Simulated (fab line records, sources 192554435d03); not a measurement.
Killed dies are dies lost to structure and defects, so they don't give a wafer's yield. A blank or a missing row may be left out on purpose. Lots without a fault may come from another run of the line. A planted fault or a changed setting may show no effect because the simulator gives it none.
Chamber matching | flow n5_finfet | N5_BEOL_M7_ALD_77 on ald_metal-02: 4 sister chambers
The step deposits TaN, target thk 2 nm, pulse time 2 s, purge time 3 s. 14 wafers are shown with their chamber, then 7 later ones without.

WAFERS WITH THEIR CHAMBER
wafer  | chamber | heater_power_w (W) | precursor_vessel_carrier_sccm (sccm)
L075.4 | 3       | 464                | 1002
L075.5 | 1       | 398                | 998
L075.6 | 0       | 448                | 1001
L077.3 | 2       | 381                | 994
L077.5 | 3       | 451                | 997
L077.6 | 2       | 372                | 1001
L082.1 | 2       | 367                | 999
L082.3 | 1       | 398                | 996
L082.4 | 3       | 455                | 1000
L086.2 | 1       | 392                | 997
L086.3 | 0       | 455                | 1000
L086.6 | 3       | 460                | 998
L089.1 | 3       | 474                | 1002
L089.2 | 1       | 395                | 993

SIGNATURES (means of the wafers above)
reading                       | chamber 0 | chamber 1 | chamber 2 | chamber 3 | scatter within a chamber
heater_power_w                | 451.50    | 395.75    | 373.33    | 460.80    | 6.82
precursor_vessel_carrier_sccm | 1000.50   | 996.00    | 998.00    | 999.80    | 2.48
Rule: a wafer's distance from a chamber is the root of the sum, over the readings, of the square of ((its reading less the chamber's mean) divided by the reading's scatter). The wafer belongs to the nearest chamber; if the next one is less than 2 further off, it can't be placed. The scatter: the root of (the sum of the squares of (reading less its chamber's mean) over the shown wafers, divided by (wafers less chambers)).

WAFERS WITHOUT THEIR CHAMBER
wafer  | heater_power_w (W) | precursor_vessel_carrier_sccm (sccm)
L089.3 | 375                | 992
L090.1 | 385                | 1000
L090.3 | 441                | 995
L090.5 | 451                | 998
L095.2 | 367                | 993
L095.5 | 369                | 998
L095.6 | 399                | 1001

WHICH CHAMBER EACH WENT THROUGH
wafer  | from the rows above     | in truth
L089.3 | can't be placed: 2 or 1 | 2
L090.1 | can't be placed: 2 or 1 | 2
L090.3 | can't be placed: 0 or 3 | 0
L090.5 | can't be placed: 0 or 3 | 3
L095.2 | 2                       | 2
L095.5 | 2                       | 2
L095.6 | can't be placed: 1 or 2 | 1
Placed correctly: 2 of 7. Can't be placed from these rows: 5 (the true chamber is among the candidates in 5). Placed wrongly: 0.
